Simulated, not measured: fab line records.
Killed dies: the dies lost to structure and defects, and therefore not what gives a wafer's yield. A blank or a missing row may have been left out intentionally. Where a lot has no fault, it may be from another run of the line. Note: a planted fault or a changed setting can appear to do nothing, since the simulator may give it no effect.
Which tool is to blame? ; flow n5 finfet ; Sampling: 14 lots, 42 wafers, 3 of 1938 route steps

## WHAT THE GAUGES SHOWED, per wafer
N5_PASSIVATION_OVL_MEAS_60.
lot;measured;on;TV_OVL (nm)
L768;day 11 16:07;overlay-02;6 1 2
L769;day 12 05:40;overlay-02;8 3 -1
L773;day 12 22:01;overlay-02;- - -
L772;day 12 23:55;overlay-02;- - -
L776;day 13 20:20;overlay-02;7 -3 4
L777;day 14 00:49;overlay-02;6 -2 3
L780;day 14 14:51;overlay-01;1 -5 0
L781;day 15 06:02;overlay-01;-4 -4 -6
L783;day 15 21:07;overlay-01;4 0 11
L785;day 16 02:23;overlay-02;6 -6 2
L784;day 16 18:05;overlay-02;7 1 5
L786;day 17 02:08;overlay-02;6 4 9
L788;day 17 09:13;overlay-02;6 11 6
L790;day 18 05:29;overlay-02;9 -1 -8

## EACH LOT AND THE TOOL THAT RAN IT (in order: tool; ch and the chambers of the sampled wafers; start)
lot;N5_PASSIVATION_PECVD_55;N5_PASSIVATION_EXPOSE_07
L768;pecvd-04 ch 0,1, day 11 13:18;krf scanner-01 ch 0, day 11 15:55
L769;pecvd-01 ch 0,1, day 12 05:14;krf scanner-01 ch 0, day 12 05:28
L773;pecvd-03 ch 1,2, day 12 21:23;krf scanner-01, day 12 21:48
L772;pecvd-01 ch 1,2, day 12 21:36;krf scanner-01, day 12 23:43
L776;pecvd-04 ch 0,2, day 13 19:17;krf scanner-02 ch 0, day 13 20:08
L777;pecvd-01 ch 0,1,2, day 14 00:23;krf scanner-02 ch 0, day 14 00:36
L780;pecvd-04 ch 1,2, day 14 14:17;krf scanner-01 ch 0, day 14 14:39
L781;pecvd-01 ch 0,1,2, day 15 05:17;krf scanner-01 ch 0, day 15 05:50
L783;pecvd-04 ch 1,2, day 15 19:11;krf scanner-02 ch 0, day 15 20:55
L785;pecvd-04 ch 1,2, day 16 00:38;krf scanner-02 ch 0, day 16 02:11
L784;pecvd-04 ch 0,2, day 16 17:24;krf scanner-01 ch 0, day 16 17:52
L786;pecvd-04 ch 0,2, day 17 01:23;krf scanner-01 ch 0, day 17 01:56
L788;pecvd-03 ch 0,1,2, day 17 07:44;krf scanner-01 ch 0, day 17 09:01
L790;pecvd-03 ch 0,1,2, day 18 04:55;krf scanner-01 ch 0, day 18 05:17
- N5_PASSIVATION_PECVD_55: deposits SiO2 from SiH4/N2O, target thk 400 nm, time 22.5 s.
- N5_PASSIVATION_EXPOSE_07: exposes mask TV, defocus 0 nm, target cd 3000 nm.

## WHAT THE TOOLS THEMSELVES READ (means of the sampled wafers that have a number; where no wafer has one, the mark that the record gives instead)
N5_PASSIVATION_PECVD_55.
lot;tool;heater power w (W);showerhead plenum p Torr (Torr);throttle valve pct (%)
L768;pecvd-04;725;8.16;55
L769;pecvd-01;781;8.21;52
L773;pecvd-03;672;8.15;49
L772;pecvd-01;717;8.22;52
L776;pecvd-04;603;8.25;51
L777;pecvd-01;793;8.21;51
L780;pecvd-04;778;8.14;53
L781;pecvd-01;776;8.19;51
L783;pecvd-04;778;8.13;52
L785;pecvd-04;667;8.18;51
L784;pecvd-04;649;8.25;52
L786;pecvd-04;705;8.25;52
L788;pecvd-03;652;8.23;50
L790;pecvd-03;670;8.22;51

N5_PASSIVATION_EXPOSE_07.
lot;tool;exposure dose mJ cm2;focus offset nm (nm)
L768;krf scanner-01;22.730;0.6
L769;krf scanner-01;22.756;-0.2
L773;krf scanner-01;-;-
L772;krf scanner-01;-;-
L776;krf scanner-02;22.776;-0.3
L777;krf scanner-02;22.760;0.3
L780;krf scanner-01;22.773;-0.0
L781;krf scanner-01;22.739;-0.0
L783;krf scanner-02;22.754;0.5
L785;krf scanner-02;22.763;0.3
L784;krf scanner-01;22.756;0.5
L786;krf scanner-01;22.760;0.5
L788;krf scanner-01;22.745;-0.3
L790;krf scanner-01;22.773;-0.1

## THE ANSWER, worked out from the rows above alone
Rule: the usual values come from the lots themselves. Put in order of their means at a reading, lots are off if they are a third of the lots or fewer, leave a main group of 4 or more, and stand apart from it by a gap of 3 or more times the standard deviation of the main group's means; of several such gaps the widest counts. A main group is skipped when, at the precision printed for the reading in the tables above, its means are all equal. Also off: a lot with no number at a reading for which 4 or more lots have one. The other lots that the step has rows for count as sound. First the gauges in route order, then the tools' own readings, where a lot's mean is used as printed above. At the first step where some lot is off, the reading lying furthest off is the one used; lots without a number count as furthest.
Off: at N5_PASSIVATION_OVL_MEAS_60 (TV_OVL), L773, L772. Without a number there: L773, L772. Main group: mean 2 nm, sd 3.3.
If a tool, at a process step before that reading, ran all the lots that are off and no sound lot after the first of them, it fits. The gauges at N5_PASSIVATION_OVL_MEAS_60 aren't tried: what is off there is off at N5_PASSIVATION_EXPOSE_07 too, on other tools, and a gauge's error can't cause that. None of those tried fits.

## WHAT THE SIMULATOR PUT IN
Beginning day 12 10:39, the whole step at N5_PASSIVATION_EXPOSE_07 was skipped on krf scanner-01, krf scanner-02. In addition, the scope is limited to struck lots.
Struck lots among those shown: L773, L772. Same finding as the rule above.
